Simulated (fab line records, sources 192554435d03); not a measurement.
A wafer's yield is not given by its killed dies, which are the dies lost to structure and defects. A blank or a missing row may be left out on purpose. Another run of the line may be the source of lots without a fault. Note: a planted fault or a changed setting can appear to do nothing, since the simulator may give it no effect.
Which tool did it?    flow n5-finfet    9 lots, 27 wafers sampled, at 7 steps of a route of 1938

== WHAT THE GAUGES SHOWED, per wafer ==
N5_SD_EPI_P_EPI_MEAS_23.
lot   measured     on             thk-nm (nm)
L270  day 3 10:04  film-metro-01  62.9 62.6 60.2
L272  day 3 22:18  film-metro-02  58.3 59.4 60.1
L274  day 4 13:08  film-metro-01  62.7 60.9 59.5
L281  day 6 06:52  film-metro-01  60.4 59.6 62.5
L282  day 6 13:33  film-metro-02  59.0 59.9 58.8
L285  day 7 05:16  film-metro-02  60.3 60.2 61.9
L288  day 7 22:52  film-metro-02  60.1 61.8 60.0
L292  day 9 06:35  film-metro-01  60.4 59.5 60.1
L293  day 9 10:13  film-metro-02  62.5 60.6 62.2

N5_SD_EPI_P_INSPECT_26: inspects for defects (darkfield).
lot   measured     on                 raw-defect-count
L270  day 3 10:15  defect-inspect-02  126 149 128
L272  day 3 22:28  defect-inspect-02  174 113 134
L274  day 4 13:18  defect-inspect-01  174 178 150
L281  day 6 07:03  defect-inspect-02  881 857 913
L282  day 6 13:43  defect-inspect-02  884 883 792
L285  day 7 05:26  defect-inspect-01  165 152 161
L288  day 7 23:02  defect-inspect-02  208 200 177
L292  day 9 06:46  defect-inspect-01  170 123 188
L293  day 9 10:23  defect-inspect-01  161 194 136

N5_SD_ACTIVATION_INSPECT_02: inspects for defects (darkfield).
lot   measured     on                 raw-defect-count
L270  day 3 11:00  defect-inspect-01  139 137 130
L272  day 3 23:17  defect-inspect-02  182 106 134
L274  day 4 14:04  defect-inspect-01  156 181 148
L281  day 6 07:52  defect-inspect-01  847 831 915
L282  day 6 14:28  defect-inspect-01  886 864 795
L285  day 7 06:23  defect-inspect-01  161 154 166
L288  day 7 23:50  defect-inspect-01  206 183 175
L292  day 9 07:40  defect-inspect-02  172 135 189
L293  day 9 11:34  defect-inspect-01  161 184 141

N5_BEOL_M4_RC_MEAS_101.
lot   measured      on         DIBL_N (mV/V)   DIBL_P (mV/V)   IOFF_N (nA/um)     IOFF_P (nA/um)  ION_N (uA/um)  ION_P (uA/um)  SS_N (mV/dec)   SS_P (mV/dec)   VT_N (mV)    VT_P (mV)
L270  day 7 18:44   prober-02  37.2 35.0 35.2  39.2 38.2 36.6  0.199 0.160 0.161  0.27 0.24 0.22  681 672 684    469 465 467    72.2 71.1 71.0  74.2 73.9 73.7  247 248 248  -244 -246 -247
L272  day 8 11:07   prober-01  38.6 34.7 34.8  38.5 32.9 34.2  0.217 0.139 0.144  0.30 0.21 0.22  674 671 673    468 463 460    72.4 71.0 71.6  74.4 72.9 73.5  248 251 251  -244 -249 -248
L274  day 8 23:14   prober-01  35.8 36.4 36.6  36.2 37.6 37.3  0.162 0.186 0.188  0.18 0.19 0.19  676 688 673    452 469 453    71.3 71.3 72.3  73.1 73.7 73.8  253 246 251  -258 -252 -253
L281  day 10 20:56  prober-02  37.6 37.1 36.1  35.4 35.1 34.5  0.182 0.195 0.168  0.22 0.23 0.21  679 686 684    466 469 468    71.1 70.6 70.3  72.9 73.9 73.2  245 244 244  -248 -245 -248
L282  day 11 00:10  prober-02  35.2 34.1 35.6  34.3 33.3 35.7  0.139 0.125 0.146  0.16 0.15 0.17  649 659 653    445 449 445    71.2 70.1 71.2  73.1 73.0 73.2  252 251 254  -256 -256 -256
L285  day 11 16:05  prober-01  35.6 35.8 37.4  34.7 35.1 37.0  0.137 0.145 0.172  0.17 0.18 0.21  675 665 670    451 456 454    71.7 71.5 71.8  73.1 73.2 73.4  254 253 250  -254 -256 -251
L288  day 12 16:40  prober-02  39.0 38.2 37.7  38.9 37.8 37.7  0.201 0.196 0.175  0.28 0.27 0.26  685 691 677    474 479 472    71.8 72.4 71.4  74.3 74.4 74.6  246 248 248  -246 -244 -244
L292  day 13 20:10  prober-01  34.3 36.4 35.3  34.6 36.6 35.2  0.123 0.150 0.124  0.18 0.20 0.17  663 673 667    458 464 456    71.2 71.5 71.2  72.0 73.5 72.7  253 250 253  -252 -250 -251
L293  day 14 06:29  prober-02  34.8 33.8 35.4  33.5 32.4 34.7  0.121 0.104 0.132  0.19 0.17 0.20  674 653 668    459 457 467    70.5 70.8 71.3  73.0 72.3 73.0  254 259 252  -252 -253 -249

== WHAT TOOL EACH LOT RAN ON (gives the tool, then ch and the chambers of the sampled wafers, and finally the start) ==
lot   N5_SD_EPI_P_WET_ETCH_45             N5_SD_EPI_P_STRIP_40                 N5_SD_ACTIVATION_LSA_01
L270  wet-bench-06 ch 0,3,7, day 3 07:18  plasma-asher-01 ch 0, day 3 07:22    laser-anneal-01 ch 0, day 3 10:29
L272  wet-bench-03 ch 0,3,7, day 3 18:41  plasma-asher-02 ch 0,1, day 3 18:44  laser-anneal-01 ch 0, day 3 22:45
L274  wet-bench-06 ch 1,2,3, day 4 09:31  plasma-asher-02 ch 1, day 4 09:34    laser-anneal-01 ch 0, day 4 13:34
L281  wet-bench-03 ch 0,1,4, day 6 03:16  plasma-asher-02 ch 0,1, day 6 03:19  laser-anneal-02 ch 0, day 6 07:20
L282  wet-bench-03 ch 0,3,7, day 6 09:56  plasma-asher-02 ch 0,1, day 6 09:59  laser-anneal-01 ch 0, day 6 13:59
L285  wet-bench-02 ch 3,5,6, day 7 02:31  plasma-asher-02 ch 0,1, day 7 02:34  laser-anneal-02 ch 0, day 7 05:52
L288  wet-bench-02 ch 0,6,7, day 7 19:53  plasma-asher-02 ch 0,1, day 7 20:09  laser-anneal-01 ch 0, day 7 23:19
L292  wet-bench-06 ch 1,2,7, day 9 03:49  plasma-asher-01 ch 0,1, day 9 03:52  laser-anneal-01 ch 0, day 9 07:07
L293  wet-bench-03 ch 0,3,7, day 9 07:27  plasma-asher-02 ch 0,1, day 9 07:30  laser-anneal-01 ch 0, day 9 11:03
- N5_SD_EPI_P_WET_ETCH_45: etches SiO2 in dHF, time 10.7 s, target depth 2 nm, rinse time 30 s.
- N5_SD_EPI_P_STRIP_40: strips in N2/H2.
- N5_SD_ACTIVATION_LSA_01: time 0.0008 s.

== WHAT THE TOOLS THEMSELVES READ (means of the sampled wafers that have a number; where no wafer has one, the mark that the record gives instead) ==
N5_SD_EPI_P_WET_ETCH_45.
lot   tool          temp-c (C)
L270  wet-bench-06  25.02
L272  wet-bench-03  25.12
L274  wet-bench-06  24.98
L281  wet-bench-03  25.08
L282  wet-bench-03  24.97
L285  wet-bench-02  24.99
L288  wet-bench-02  24.87
L292  wet-bench-06  25.02
L293  wet-bench-03  25.05

N5_SD_EPI_P_STRIP_40.
lot   tool             drypump-motor-current-A (A)  heater-power-w (W)  oes-product-au (a.u.)  temp-c (C)
L270  plasma-asher-01  5.1                          329                 0.760                  250.23
L272  plasma-asher-02  5.9                          273                 0.753                  249.97
L274  plasma-asher-02  6.0                          227                 0.760                  250.10
L281  plasma-asher-02  5.9                          277                 0.764                  250.12
L282  plasma-asher-02  5.9                          278                 0.761                  250.11
L285  plasma-asher-02  5.9                          278                 0.766                  249.81
L288  plasma-asher-02  5.8                          323                 0.766                  250.29
L292  plasma-asher-01  5.0                          340                 0.767                  249.98
L293  plasma-asher-02  5.9                          276                 0.772                  250.06

N5_SD_ACTIVATION_LSA_01.
lot   tool             wafer_temp_C_max
L270  laser-anneal-01  1088.0
L272  laser-anneal-01  1089.2
L274  laser-anneal-01  1089.1
L281  laser-anneal-02  1084.9
L282  laser-anneal-01  1087.7
L285  laser-anneal-02  1084.7
L288  laser-anneal-01  1089.1
L292  laser-anneal-01  1090.0
L293  laser-anneal-01  1088.1

== THE ANSWER, worked out from the rows above alone ==
Rule: the usual values come from the lots themselves. Put in order of their means at a reading, lots are off if they are a third of the lots or fewer, leave a main group of 4 or more, and stand apart from it by a gap of 3 or more times the standard deviation of the main group's means; of several such gaps the widest counts. The tables above print the reading to a certain number of digits; a main group whose means all agree to those digits is not used. A lot without any number at a reading at which 4 lots or more have one is off too. The other lots that the step has rows for count as sound. First the gauges in route order, then the tools' own readings, where a lot's mean is used as printed above. The first step at which some lot is off is used, and at that step the reading that is off furthest; a lot without a number counts as furthest.
Off: L281, L282 (N5_SD_EPI_P_INSPECT_26, raw-defect-count). The main group: mean 160, standard deviation 18.
A tool fits if, at a process step before that reading, it ran every lot that is off, and no sound lot after the first of them. Not tried: the gauges at N5_SD_EPI_P_INSPECT_26; whatever is off there is also off at N5_SD_ACTIVATION_INSPECT_02, on other tools, and gauge error can't account for it. Not one of the candidates tried fits.

== WHAT THE SIMULATOR HAD INSERTED ==
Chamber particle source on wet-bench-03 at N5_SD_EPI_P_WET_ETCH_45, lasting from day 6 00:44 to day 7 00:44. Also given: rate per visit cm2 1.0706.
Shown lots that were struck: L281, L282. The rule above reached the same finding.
